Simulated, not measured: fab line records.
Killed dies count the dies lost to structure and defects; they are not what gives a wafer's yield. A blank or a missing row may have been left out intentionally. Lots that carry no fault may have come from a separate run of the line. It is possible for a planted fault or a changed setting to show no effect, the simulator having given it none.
Split-lot trial	flow n5Finfet	on a route of 1938 steps: 7 lots, 39 wafers read

== ABOUT THE SPLIT ==
At N5_FIN_SAQP_SPACER1_ALD_24 (deposits SiO2, target thk 20.3 nm, pulse time 1 s, purge time 2 s), the setting aldCycles was moved away from the recipe's 218 on 9 of the 39 wafers read, by -43.6% to -28.9%. All remaining wafers had this setting at the recipe value.

== FROM THE SPLIT TO THE READING: what the file shows between them, 2 steps ==
- N5_FIN_SAQP_SPACER1_ETCHBACK_25: etches SiO2 in CHF3/O2, target depth 24.4 nm, time 12.2 s
- N5_FIN_SAQP_MANDREL1_REMOVE_56: chemistry HBr/Cl2/O2, target a-Si, stops on SiNx, bt time 10 s

== THE READING ==
Shown in nm: cdNm at N5_FIN_SAQP_CD_MEAS_27, with target cd 20 nm. Typical for fault-free wafers on this fab line: 20.31 nm, with standard deviation 0.21 nm.

wafer	tool, chamber at the split	aldCycles as run	against the recipe	cdNm, nm	against lot-mates on the recipe
L075.1	aldSin-01, 1	218	recipe	20.55	-
L075.2	aldSin-01, 3,1	155	-28.9%	14.31	-6.11
L075.3	aldSin-01, 2,0	218	recipe	20.25	-
L075.4	aldSin-01, 2,0	218	recipe	20.47	-
L075.5	aldSin-01, 2	155	-28.9%	14.23	-6.19
L075.6	aldSin-01, 3,1	155	-28.9%	14.50	-5.92
L083.1	aldSin-01, 1,0	218	recipe	20.38	-
L083.2	aldSin-01, 2	218	recipe	20.65	-
L083.6	aldSin-01, 1,0	218	recipe	20.07	-
L085.1	aldSin-02, 2,0,2,3	218	recipe	20.26	-
L085.2	aldSin-02, 2,0,2,3	218	recipe	20.24	-
L085.3	aldSin-02, 3,1	218	recipe	20.43	-
L085.4	aldSin-02, 3,1	218	recipe	20.18	-
L085.5	aldSin-02, 2,0,2,3	218	recipe	20.18	-
L085.6	aldSin-02, 2,0,2,3	218	recipe	20.61	-
L086.1	aldSin-01, 2,0	153	-29.8%	14.16	-6.40
L086.2	aldSin-01, 3	153	-29.8%	14.33	-6.23
L086.3	aldSin-01, 1,0,1	218	recipe	20.72	-
L086.4	aldSin-01, 1,0,1	218	recipe	20.50	-
L086.5	aldSin-01, 2,0	153	-29.8%	14.43	-6.13
L086.6	aldSin-01, 1,0,1	218	recipe	20.47	-
L088.1	aldSin-01, 2	123	-43.6%	11.44	-8.96
L088.2	aldSin-01, 0	218	recipe	20.55	-
L088.3	aldSin-01, 3,1	218	recipe	20.19	-
L088.4	aldSin-01, 3,1	218	recipe	20.47	-
L088.5	aldSin-01, 2,3	123	-43.6%	11.57	-8.83
L088.6	aldSin-01, 2,3	123	-43.6%	11.91	-8.49
L089.1	aldSin-01, 0,1,2,3,1	218	recipe	20.50	-
L089.2	aldSin-01, 0,1,2,3,1	218	recipe	20.60	-
L089.3	aldSin-01, 0,1,2,3,1	218	recipe	20.26	-
L089.4	aldSin-01, 0,1,2,3,1	218	recipe	20.03	-
L089.5	aldSin-01, 0,1,2,3,1	218	recipe	20.01	-
L089.6	aldSin-01, 2	218	recipe	19.92	-
L091.1	aldSin-01, 3,1,0,2,1	218	recipe	20.23	-
L091.2	aldSin-01, 2	218	recipe	20.21	-
L091.3	aldSin-01, 3,1,0,2,1	218	recipe	20.19	-
L091.4	aldSin-01, 3,1,0,2,1	218	recipe	20.33	-
L091.5	aldSin-01, 3,1,0,2,1	218	recipe	20.43	-
L091.6	aldSin-01, 3,1,0,2,1	218	recipe	20.44	-
The file does not say which wafer passed through which chamber wherever a row lists several chambers: such a row stands for several wafers.

FIT RESULTS
A straight line over all 39 wafers: cdNm changes by +0.202 nm for each +1% of aldCycles; r = +1.00; the points scatter about the line by 0.2 nm.
The same after taking each lot's own level away (the mean of its wafers on the recipe; 39 wafers): +0.205 nm for each +1%; r = +1.00; scatter 0.19 nm.
According to that fit, moving aldCycles by its largest amount changes the reading by 8.9 nm.
The lots' own levels span 20.220 to 20.563 nm, that is 1.6 times the standard deviation above.
Consequently the slope shifts little with the lot-to-lot level, the two slopes agreeing.
Check: with one of the wafers moved furthest among these (-43.6%) left out of the fit, the line predicts -8.94 nm for it against its lot-mates. Against them it came out at -8.96 nm.

== THESE WAFERS: OTHER SPLITS ==
Before the reading, these wafers also passed through other splits. Each is held against what the fit with the lots' levels taken away leaves over:
other split on the same wafers	wafers away from the commonest value	r with cdNm (lot level and that fit taken away)
N5_ZERO_LAYER_DEVELOP_10 developTimeS	18	+0.14

== THE WHOLE CHAIN: every reading that the file lists as answering this split, in the file's order ==
step	what it does	reading	change (the file's fit)	r (the file's)
N5_FIN_SAQP_SPACER1_ALD_24	deposits SiO2, target thk 20.3 nm, pulse time 1 s, purge time 2 s	SiO2_of_FIN_SAQP_SPACER1_ALD_24.thkNm (the simulator's own value, which no gauge read)	+0.203 nm for each +1% of the setting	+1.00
N5_FIN_SAQP_MANDREL1_REMOVE_56	chemistry HBr/Cl2/O2, target a-Si, stops on SiNx, bt time 10 s	FIN_SAQP.cdNm (the simulator's own value, which no gauge read)	+0.205 nm for each +1% of the setting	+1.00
N5_FIN_SAQP_CD_MEAS_27	target cd 20 nm	cdNm	+0.205 nm for each +1% of the setting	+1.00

== THE FILE'S OWN FIT ==
cdNm changes by +0.205 nm for each +1% of aldCycles, r = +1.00.
